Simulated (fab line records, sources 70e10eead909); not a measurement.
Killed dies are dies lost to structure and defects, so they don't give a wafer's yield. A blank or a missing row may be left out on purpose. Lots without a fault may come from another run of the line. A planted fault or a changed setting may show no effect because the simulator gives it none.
fab line records | flow nand_harc
record lots=11 wafers=33 last_day=33
route steps=1302 shown P_M1@300 P_M2@323 END@1302
lots that met no fault: from a run of the same line without faults
start_h: hours from the record's first day to the start of the lot's first wafer shown | wait_h: hours since the lot's step before | " the same as in the row above | L1.1+2: a row that stands for several wafers | - no value, or no start given | * or withheld: withheld | < > ~ a bound
route shown NAME@n: a module of which the file shows steps, and the number in the route of the first | usual: mean/standard deviation of fault-free wafers | same: alike in all rows | chamber/n: place in a boat | sites: the reading at each site | _std_site: their standard deviation | _edge_site: outer sites' mean less inner sites' | radius_mm: how far each site lies from the wafer's centre | mask NAME#n: copy n | behind: the tool/chamber that last shaped the wafer | hold: why the lot was held/for how many hours/how that ended | device: the transistor (n, p or np) that didn't switch | end of line: the same wafers' tests at the end of the route | a step without rows: its recipe alone | killed: dies lost to structure and defects at the first sort, not the wafer's yield | map: a wafer's dies, x killed, . not, _ none there
set.NAME: the setting as run; set.NAME@STEP: as run at that earlier step | model.NAME: the simulator's own value behind a step, which no gauge read
steps of the route over a sample of lots; a table a step, a row a wafer
services: from which hour (start_h, from the record's first day; less than 0 if before it) a tool's chamber was out of use, for how many hours, and why
## steps
# step NHARC_P_M1_ETCH_15
# recipe target_depth_a=1825 time_s=91.2 c4f8_flow_sccm=withheld ar_flow_sccm=400 rf_w=600 bias_w=300 chemistry=C4F8/Ar
# usual oes_product_au=0.960/0.017 rf_vpp_V=441.4/2.6
# columns lot.wafer tool chamber start_h wait_h oes_product_au rf_hours_counter_h rf_vpp_V
L441.3 rie_diel-01 0 - - 0.964 8 439.8
L441.2 " 3 " " 0.948 7 439.2
L441.6 " 0 " " 0.961 - 440.5
L443.2 rie_diel-12 3 - - 0.962 5 444.2
L443.4 " 0 " " 0.954 5 441.7
L443.5 " 2 " " 0.942 - 445.0
L444.4 rie_diel-12 2 - - 0.952 6 443.9
L444.1 " 3 " " 0.979 6 446.1
L444.5 " 0 " " 0.973 - 442.4
L449.3 rie_diel-12 3 - - 0.978 9 445.4
L449.2 " 2 " " 0.976 8 445.1
L449.5 " 0 " " 0.957 - 442.7
L455.2 rie_diel-08 3 - - 0.969 33 441.5
L455.4 " 0 " " 0.956 - 441.0
L455.6 " 1 " " 0.955 - 435.7
L457.2 rie_diel-12 2 - - 0.964 0 445.0
L457.1 " 0 " " 0.981 0 443.9
L457.6 " 2 " " 0.961 - 446.5
L458.3 rie_diel-12 0 - - 0.955 1 443.3
L458.5 " 3 " " 0.948 - 446.3
L458.4 " 0 " " 0.953 - 443.4
L460.1 rie_diel-12 0 - - 0.956 2 441.7
L460.2 " 3 " " 0.942 2 446.6
L460.6 " 0 " " 0.955 - 442.6
L459.3 rie_diel-01 0 - - 0.964 10 440.1
L459.5 " 3 " " 0.951 - 438.4
L459.4 " 0 " " 0.947 - 441.2
L461.2 rie_diel-01 0 - - 0.981 11 441.3
L461.5 " 3 " " 0.959 - 439.0
L461.6 " 0 " " 0.995 - 440.5
L463.4 rie_diel-01 3 - - 0.927 12 438.8
L463.3 " 0 " " 0.920 12 439.3
L463.6 " 1 " " 0.919 - 439.9
# step NHARC_P_M1_ANNEAL_31
# recipe temp_c=225 time_s=90
# usual wafer_temp_C_max=226.3/0.33
# columns lot.wafer tool chamber start_h wait_h wafer_temp_C_max
L441.2 rtp_anneal-02 0 140.69 0.4 226.3
L441.3 " 0 " " 226.3
L441.6 " 0 " " 226.3
L443.2 rtp_anneal-01 0 154.50 - 226.1
L443.4 " 0 " " 226.6
L443.5 " 0 " " 226.1
L444.1 rtp_anneal-02 0 168.52 0.3 226.7
L444.4 " 0 " " 226.3
L444.5 " 0 " " 226.4
L449.2 rtp_anneal-01 0 219.26 0.3 226.0
L449.3 " 0 " " 226.2
L449.5 " 0 " " 226.1
L455.2 rtp_anneal-02 0 287.88 - 226.1
L455.4 " 0 " " 227.0
L455.6 " 0 " " 226.1
L457.1 rtp_anneal-02 0 298.78 0.3 226.4
L457.2 " 0 " " 226.1
L457.6 " 0 " " 226.8
L458.3 rtp_anneal-01 0 316.44 0.3 226.1
L458.4 " 0 " " 225.9
L458.5 " 0 " " 226.3
L460.1 rtp_anneal-01 0 323.52 - 226.4
L460.2 " 0 " " 226.0
L460.6 " 0 " " 226.2
L459.3 rtp_anneal-02 0 323.99 0.3 226.9
L459.4 " 0 " " 226.4
L459.5 " 0 " " 226.7
L461.2 rtp_anneal-01 0 334.79 0.4 226.2
L461.5 " 0 " " 226.1
L461.6 " 0 " " 225.9
L463.3 rtp_anneal-01 0 354.94 0.3 226.2
L463.4 " 0 " " 226.2
L463.6 " 0 " " 226.2
# step NHARC_P_M2_SOFTBAKE_04
# recipe temp_c=105 time_s=55
# usual exhaust_pa=45.1/0.95 heater_power_total_W=188.44/0.13 plate_temp_C=104.98/0.13
# columns lot.wafer tool chamber start_h wait_h exhaust_pa heater_power_total_W plate_temp_C
L441.2 litho_track-06 0 142 - 44.5 188.51 105.21
L441.3 " 0 " " 43.6 188.35 104.93
L441.6 " 0 " " 44.7 188.46 104.98
L443.2 litho_track-04 0 156 - 44.0 188.37 104.92
L443.4 " 0 " " 44.0 188.40 104.90
L443.5 " 0 " " 44.8 188.43 104.84
L444.1 litho_track-06 0 170 - 45.2 188.26 105.15
L444.4 " 0 " " 44.6 188.35 105.01
L444.5 " 0 " " 44.0 188.33 104.94
L449.2 litho_track-01 0 221 - 45.3 322.94 -
L449.3 " 0 " " 45.7 188.31 104.95
L449.5 " 0 " " 46.3 323.04 -
L455.2 litho_track-06 0 289 - 43.9 188.66 105.06
L455.4 " 0 " " 45.9 188.35 105.06
L455.6 " 0 " " 44.3 188.49 104.89
L457.1 litho_track-01 0 300 - 45.6 188.47 105.10
L457.2 " 0 " " 43.1 188.70 104.91
L457.6 " 0 " " 44.1 188.44 105.00
L458.3 litho_track-04 0 318 - 44.7 188.75 104.82
L458.4 " 0 " " 44.6 188.34 104.98
L458.5 " 0 " " 46.0 188.40 105.17
L460.1 litho_track-06 0 325 - 44.9 188.44 104.83
L460.2 " 0 " " 45.2 188.40 105.07
L460.6 " 0 " " 46.2 188.43 104.90
L459.3 litho_track-01 0 325 - 45.1 188.41 105.22
L459.4 " 0 " " 46.7 188.40 105.21
L459.5 " 0 " " 45.2 188.42 105.32
L461.2 litho_track-06 0 336 - 44.0 188.30 104.83
L461.5 " 0 " " 45.5 188.59 104.96
L461.6 " 0 " " 44.2 188.76 104.90
L463.3 litho_track-01 0 356 - 45.3 188.57 105.07
L463.4 " 0 " " 46.1 188.35 104.91
L463.6 " 0 " " 45.2 188.35 105.18
# step NHARC_P_M2_ETCH_35
# recipe target_depth_a=400 overetch_a=120 time_s=43.94 ion_energy_ev=200 n2_flow_sccm=150 h2_flow_sccm=150 ar_flow_sccm=0 rf_w=400 bias_w=150 chemistry=N2/H2
# usual drypump_motor_current_A=5.7/0.4 oes_product_au=0.998/0.009 rf_vpp_V=431.9/2.1 showerhead_plenum_p_Torr=2.09/0.074 throttle_valve_pct=14.171/0.0086
# columns lot.wafer tool chamber start_h wait_h drypump_motor_current_A oes_product_au rf_hours_counter_h rf_vpp_V showerhead_plenum_p_Torr throttle_valve_pct
L441.3 rie_diel-03 1 143.11 0.1 5.5 1.003 1.6 434.6 2.16 14.183
L441.2 " 3 " " 6.1 1.007 1.7 429.5 2.01 14.162
L441.6 " 2 " " 5.8 1.007 - 432.6 2.12 14.173
L443.4 rie_diel-03 0 156.98 0.1 5.8 0.982 2.6 432.3 2.07 14.174
L443.2 " 2 " " 5.8 0.997 2.3 432.1 2.12 14.182
L443.5 " 1 " " 5.5 0.991 - 435.0 2.16 14.171
L444.1 rie_diel-03 0 171.08 0.1 5.7 0.977 2.8 431.0 2.07 14.168
L444.4 " 2 " " 5.8 1.007 2.6 433.5 2.12 14.168
L444.5 " 0 " " 5.7 0.974 - 431.6 2.07 14.177
L449.2 rie_diel-03 0 221.70 0.1 5.8 0.973 5.0 431.5 2.07 14.173
L449.3 " 1 " " 5.5 0.999 4.9 433.5 2.16 14.167
L449.5 " 3 " " 6.1 0.979 - 429.6 2.01 14.170
L455.2 rie_diel-11 2 290.31 0.1 6.3 0.991 1.9 428.3 1.97 14.177
L455.4 " 0 " " 5.7 0.990 1.8 431.4 2.12 14.169
L455.6 " 3 " " 5.5 0.996 - 430.8 2.03 14.164
L457.2 rie_diel-03 2 301.13 0.1 5.8 0.999 0.3 433.3 2.12 14.172
L457.1 " 0 " " 5.7 1.003 0.6 430.6 2.06 14.168
L457.6 " 3 " " 6.1 1.011 - 430.0 2.01 14.180
L458.4 rie_diel-06 1 318.81 0.1 5.6 0.999 0.1 428.4 1.96 14.179
L458.3 " 0 " " 6.1 0.996 0.1 436.1 2.18 14.165
L458.5 " 2 " " 4.6 0.992 - 435.4 2.16 14.174
L460.2 rie_diel-03 0 326.00 0.1 5.8 0.999 1.0 431.7 2.06 14.170
L460.1 " 1 " " 5.5 1.005 1.6 434.9 2.15 14.183
L460.6 " 2 " " 5.9 1.001 - 433.5 2.12 14.176
L459.3 rie_diel-11 1 326.38 0.1 5.4 1.006 3.9 433.9 2.19 14.165
L459.4 " 3 " " 5.4 0.994 3.1 430.0 2.03 14.166
L459.5 " 2 " " 6.3 0.995 - 428.8 1.97 14.187
L461.2 rie_diel-03 1 337.23 0.1 5.5 1.020 2.8 432.8 2.15 14.165
L461.6 " 0 " " 5.8 1.002 - 432.5 2.06 14.164
L461.5 " 1 " " 5.5 1.020 - 435.1 2.15 14.176
L463.4 rie_diel-11 3 357.30 0.1 5.4 1.000 4.2 429.8 2.03 14.166
L463.3 " 1 " " 5.4 1.003 5.2 434.3 2.19 14.165
L463.6 " 2 " " 6.3 0.993 - 428.6 1.97 14.168
# step NHARC_END_SORT_01
# recipe temp_c=25
# usual defect_limited_yield=91.6/2.8 killed_at_array=52/18 killed_at_other=0.6/1.1 killed_at_periphery=3.7/2.4 killed_dies=57/19 killed_open=3.1/1.7 killed_short=2.5/1.7 sort_bin_2_pct=3.0/1.2 sort_bin_3_pct=0.6/0.38 sort_bin_4_pct=4.8/1.7 sort_n_pass=620/19 sort_rim_yield_pct=91/4.1 sort_yield_pct=91.6/2.8
# same gross_dies=677 sort_bin_5_pct[%]=0 sort_bin_6_pct[%]=0 sort_bin_7_pct[%]=0 sort_bin_8_pct[%]=0 sort_rim_n_gross=106.00
# columns lot.wafer tool chamber start_h wait_h defect_limited_yield[%] killed_at_array killed_at_other killed_at_periphery killed_dies killed_open killed_short sort_bin_2_pct[%] sort_bin_3_pct[%] sort_bin_4_pct[%] sort_n_pass sort_rim_yield_pct[%] sort_yield_pct[%]
L441.2 prober-01 0 569.32 2.8 91.1 56 1 3 60 0 2 3.4 1.2 4.3 617 92 91.1
L441.3 prober-01 0 570.12 3.1 90.4 63 0 2 65 4 2 3.1 0.9 5.6 612 90 90.4
L441.6 prober-01 0 572.52 4.0 90.4 60 0 5 65 1 1 3.4 1.0 5.2 612 89 90.4
L449.2 prober-02 0 647.04 2.8 96.0 26 0 1 27 1 4 1.3 0.3 2.4 650 97 96.0
L449.3 prober-02 0 647.83 3.1 95.6 28 0 2 30 3 2 1.8 0 2.7 647 99 95.6
L449.5 prober-02 0 649.42 3.7 93.5 39 3 2 44 4 4 2.4 0.6 3.5 633 94 93.5
L457.1 prober-01 0 729.89 2.5 90.4 63 0 2 65 4 3 4.3 0.7 4.6 612 91 90.4
L457.2 prober-01 0 730.67 2.8 90.0 64 0 4 68 2 0 3.1 0.4 6.5 609 85 90.0
L457.6 prober-01 0 733.81 3.9 88.6 73 0 4 77 2 0 3.4 0.4 7.5 600 89 88.6
L455.2 prober-02 0 733.91 2.8 93.6 41 1 1 43 4 9 1.6 0.6 4.1 634 93 93.6
L455.4 prober-02 0 735.50 3.4 95.6 22 3 5 30 4 1 1.5 0.1 2.8 647 97 95.6
L455.6 prober-02 0 737.10 4.0 95.4 25 1 5 31 4 0 1.3 0.3 3.0 646 97 95.4
# killed by level:class
L441.2 A_CHANNEL_HOLE_D2:chamber_film_flake=21 A_SLIT:chamber_film_flake=19 A_STAIRCASE:chamber_film_flake=8 P_ZERO_WELL:chamber_film_flake=3 A_CHANNEL_FILL_D2:chamber_film_flake=3 A_DECK1_JOINT:geometric_particle:short=1 A_WL_FILL:geometric_particle:short=1 A_ZERO_WELL:chamber_film_flake=1
L441.3 A_CHANNEL_HOLE_D2:chamber_film_flake=23 A_SLIT:chamber_film_flake=19 A_STAIRCASE:chamber_film_flake=9 A_CONTACT:chamber_film_flake=4 A_CHANNEL_FILL_D1:geometric_particle:open=2 P_STI:geometric_particle:open=1 A_CHANNEL_FILL_D1:geometric_particle:short=1 A_CHANNEL_HOLE_D2:geometric_particle:short=1
L441.6 A_SLIT:chamber_film_flake=23 A_CHANNEL_HOLE_D2:chamber_film_flake=21 A_STAIRCASE:chamber_film_flake=9 P_ZERO_WELL:chamber_film_flake=3 P_GATE:chamber_film_flake=2 A_CHANNEL_FILL_D2:chamber_film_flake=2 A_ONON_D1:geometric_particle:short=1 A_SGD_CUT:geometric_particle:open=1
L449.2 A_CHANNEL_HOLE_D2:chamber_film_flake=6 A_CHANNEL_HOLE_D1:chamber_film_flake=6 A_CONTACT:chamber_film_flake=5 A_WL_FILL:geometric_particle:short=2 A_DECK1_JOINT:chamber_film_flake=2 A_SLIT:chamber_film_flake=2 A_CHANNEL_HOLE_D1:geometric_particle:short=1 A_BLC:geometric_particle:open=1
L449.3 A_CHANNEL_HOLE_D2:chamber_film_flake=12 A_CONTACT:chamber_film_flake=4 A_CHANNEL_FILL_D1:chamber_film_flake=2 A_SLIT:chamber_film_flake=2 P_M0:geometric_particle:short=1 A_ONON_D2:geometric_particle:short=1 A_CHANNEL_FILL_D2:geometric_particle:open=1 A_M0:geometric_particle:open=1
L449.5 A_CHANNEL_HOLE_D2:chamber_film_flake=17 A_CHANNEL_HOLE_D1:chamber_film_flake=8 A_CONTACT:chamber_film_flake=6 P_CONTACT:geometric_particle:open=1 A_ONON_D1:geometric_particle:open=1 A_CHANNEL_FILL_D1:geometric_particle:open=1 A_CHANNEL_FILL_D1:geometric_particle:short=1 A_DECK1_JOINT:geometric_particle:short=1
L457.1 A_SLIT:chamber_film_flake=31 A_CHANNEL_HOLE_D1:chamber_film_flake=18 A_STAIRCASE:chamber_film_flake=4 A_CONTACT:chamber_film_flake=3 A_CHANNEL_FILL_D1:chamber_film_flake=2 P_GATE:geometric_particle:open=1 P_M0:geometric_particle:short=1 A_SOURCE_PLATE:geometric_particle:short=1
L457.2 A_SLIT:chamber_film_flake=35 A_CHANNEL_HOLE_D1:chamber_film_flake=20 A_CONTACT:chamber_film_flake=4 P_GATE:geometric_particle:open=1 A_M0:geometric_particle:open=1 P_STI:chamber_film_flake=1 P_GATE:chamber_film_flake=1 P_M1:chamber_film_flake=1
L457.6 A_SLIT:chamber_film_flake=37 A_CHANNEL_HOLE_D1:chamber_film_flake=27 A_CHANNEL_FILL_D1:chamber_film_flake=2 A_STAIRCASE:chamber_film_flake=2 A_CONTACT:chamber_film_flake=2 P_STI:geometric_particle:open=1 A_BLC:geometric_particle:open=1 P_M1:chamber_film_flake=1
L455.2 A_CHANNEL_HOLE_D1:chamber_film_flake=10 A_SLIT:chamber_film_flake=9 A_CONTACT:chamber_film_flake=4 A_STAIRCASE:chamber_film_flake=3 A_DECK1_JOINT:geometric_particle:short=2 A_SOURCE_PLATE:geometric_particle:open=1 A_ONON_D1:geometric_particle:open=1 A_CHANNEL_HOLE_D1:geometric_particle:short=1
L455.4 A_CHANNEL_HOLE_D1:chamber_film_flake=9 A_SLIT:chamber_film_flake=5 P_M2:chamber_film_flake=3 A_CONTACT:chamber_film_flake=3 A_CHANNEL_FILL_D2:geometric_particle:open=2 THIN_TSV:chamber_film_flake=2 P_M2:geometric_particle:open=1 A_ONON_D1:geometric_particle:open=1
L455.6 A_CHANNEL_HOLE_D1:chamber_film_flake=9 A_SLIT:chamber_film_flake=6 A_STAIRCASE:chamber_film_flake=3 A_M0:geometric_particle:open=2 P_GATE:chamber_film_flake=2 A_WL_FILL:chamber_film_flake=2 P_M0:geometric_particle:open=1 A_CHANNEL_FILL_D1:geometric_particle:open=1
## services
# columns tool chamber start_h hours kind
rie_diel-01 - 130.92 1.2 repair
rie_diel-11 1 141.06 6.7 repair
litho_track-01 - 155.00 7.0 pm
rie_diel-01 1 160.13 15.5 repair
rie_diel-03 0 163.06 5.1 repair
litho_track-06 - 179.00 7.0 pm
rie_diel-01 1 180.69 8.6 repair
rie_diel-01 2 193.12 6.9 repair
rie_diel-01 - 203.80 9.0 pm
rie_diel-12 3 214.58 1.2 repair
rie_diel-03 3 222.16 2.8 repair
rie_diel-11 - 255.67 9.0 pm
rie_diel-12 - 268.40 9.0 pm
rie_diel-03 - 281.30 9.0 pm
rie_diel-01 3 282.50 2.4 repair
rie_diel-11 1 295.98 3.3 repair
rie_diel-12 2 309.11 12.7 repair
rie_diel-11 1 310.57 9.8 repair
rie_diel-01 1 318.02 9.3 repair
rie_diel-11 - 318.92 5.0 repair
rie_diel-03 3 324.17 20.1 repair
litho_track-01 - 330.00 7.0 pm
rie_diel-03 0 348.35 10.6 repair
litho_track-06 - 354.00 7.0 pm
## key
first_sign step=NHARC_P_M2_SOFTBAKE_04 reading=heater_power_total_W direction=up sigmas=99+ usual=* struck=*
effect none on later readings
met_at NHARC_P_M2_SOFTBAKE_04
struck_lots L449
struck_wafers L449.2,L449.5
not_acting_at NHARC_P_M1_ETCH_15,NHARC_P_M1_ANNEAL_31,NHARC_P_M2_ETCH_35
fault kind=process_parameter_drift tool=litho_track-01 chamber=- onset_h=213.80 steps=NHARC_P_M2_SOFTBAKE_04 channel=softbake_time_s offset=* shape=step end_h=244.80 scope=struck_wafers_only acts_in=* stated=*
